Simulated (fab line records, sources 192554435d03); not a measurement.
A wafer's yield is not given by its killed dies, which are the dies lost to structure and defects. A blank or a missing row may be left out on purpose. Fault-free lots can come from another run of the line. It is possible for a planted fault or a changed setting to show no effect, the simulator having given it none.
Chamber matching | flow n5Finfet | 3 sister chambers for N5_BEOL_M2_ILD_DEP_00 on pecvd-03
The step deposits SiOC from DEMS/O2, target thk 79 nm, time 15.3 s. 6 wafers are shown with their chamber, then 8 later ones without.

## EACH WAFER AND ITS CHAMBER
wafer  | chamber | throttleValvePct (%) | showerheadPlenumPTorr (Torr)
L541.5 | 1       | 10.9                 | 5.663
L541.6 | 0       | 13.5                 | 5.708
L543.1 | 0       | 13.7                 | 5.715
L543.3 | 2       | 11.1                 | 5.692
L543.5 | 1       | 10.9                 | 5.676
L549.2 | 2       | 11.0                 | 5.691

## WAFERS MISSING THEIR CHAMBER
wafer  | throttleValvePct (%) | showerheadPlenumPTorr (Torr)
L549.5 | 13.5                 | 5.702
L549.6 | 11.1                 | 5.670
L550.2 | 11.2                 | 5.671
L550.4 | 11.1                 | 5.680
L550.5 | 10.9                 | 5.665
L551.3 | 10.8                 | 5.655
L551.4 | 13.6                 | 5.713
L551.5 | 11.0                 | 5.684

## EACH ONE'S CHAMBER
wafer  | from the rows above     | in truth
L549.5 | 0                       | 0
L549.6 | can't be placed: 1 or 2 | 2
L550.2 | can't be placed: 1 or 2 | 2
L550.4 | can't be placed: 2 or 1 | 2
L550.5 | 1                       | 1
L551.3 | 1                       | 1
L551.4 | 0                       | 0
L551.5 | can't be placed: 2 or 1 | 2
Correct placement for 4 of the 8. From these rows, 4 cannot be placed; in 4 the true chamber is one of the candidates. Number placed wrongly: 0.
How it was worked out, from the rows above alone: a wafer's distance from a chamber is the root of the sum, over the readings, of the square of ((its reading less the chamber's mean) divided by the reading's scatter). The wafer belongs to the nearest chamber; if the next one is less than 2 further off, it can't be placed. Each chamber's mean is taken over the wafers shown for it. How the scatter is found: for the shown wafers, subtract from each reading the mean of its chamber, square and add these, divide the total by (wafers less chambers), then take the root.
